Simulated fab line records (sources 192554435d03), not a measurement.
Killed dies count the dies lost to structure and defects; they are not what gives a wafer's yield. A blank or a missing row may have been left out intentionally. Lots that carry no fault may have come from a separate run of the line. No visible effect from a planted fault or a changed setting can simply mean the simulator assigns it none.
Matching of chambers	flow n5-finfet	N5_BEOL_M3_ETCH_64 on rie-diel-03: 4 sister chambers
The step etches SOC in N2/H2, target depth 75 nm, overetch 15 nm, time 112.5 s. 4 wafers are shown with their chamber, then 12 later ones without.

## EACH WAFER AND ITS CHAMBER
wafer	chamber	showerhead-plenum-p-Torr (Torr)
L085.4	3	2.51
L090.2	1	2.70
L090.3	2	2.52
L090.4	0	2.54

## WAFERS WITHOUT THEIR CHAMBER
wafer	showerhead-plenum-p-Torr (Torr)
L092.1	2.54
L092.2	2.52
L092.3	2.50
L092.4	2.70
L092.5	2.54
L092.6	2.51
L094.1	2.52
L094.2	2.70
L094.3	2.50
L095.1	2.51
L095.4	2.53
L095.5	2.50

## WHICH CHAMBER EACH ONE RAN IN
wafer	from the rows above	in truth
L092.1	0	0
L092.2	can't be placed: 2 or 3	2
L092.3	can't be placed: 3 or 2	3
L092.4	1	1
L092.5	0	0
L092.6	can't be placed: 3 or 2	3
L094.1	can't be placed: 2 or 3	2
L094.2	1	1
L094.3	can't be placed: 3 or 2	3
L095.1	can't be placed: 3 or 2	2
L095.4	can't be placed: 2 or 0 or 3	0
L095.5	can't be placed: 3 or 2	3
Correctly placed: 4 of 12. Cannot be placed on the basis of these rows: 8; the candidates contain the true chamber in 8. Placed wrongly: 0.
How it was worked out, from the rows above alone: a wafer's distance from a chamber is the root of the sum, over the readings, of the square of ((its reading less the chamber's mean) divided by the reading's scatter). If the next closest chamber is less than 2 further off than the closest, the wafer can't be placed; otherwise it belongs to the closest. The mean given for a chamber averages the wafers shown for that chamber. The scatter: with one shown wafer a chamber, the root of the mean of the squares of how far each hidden wafer lies from its nearest shown one.
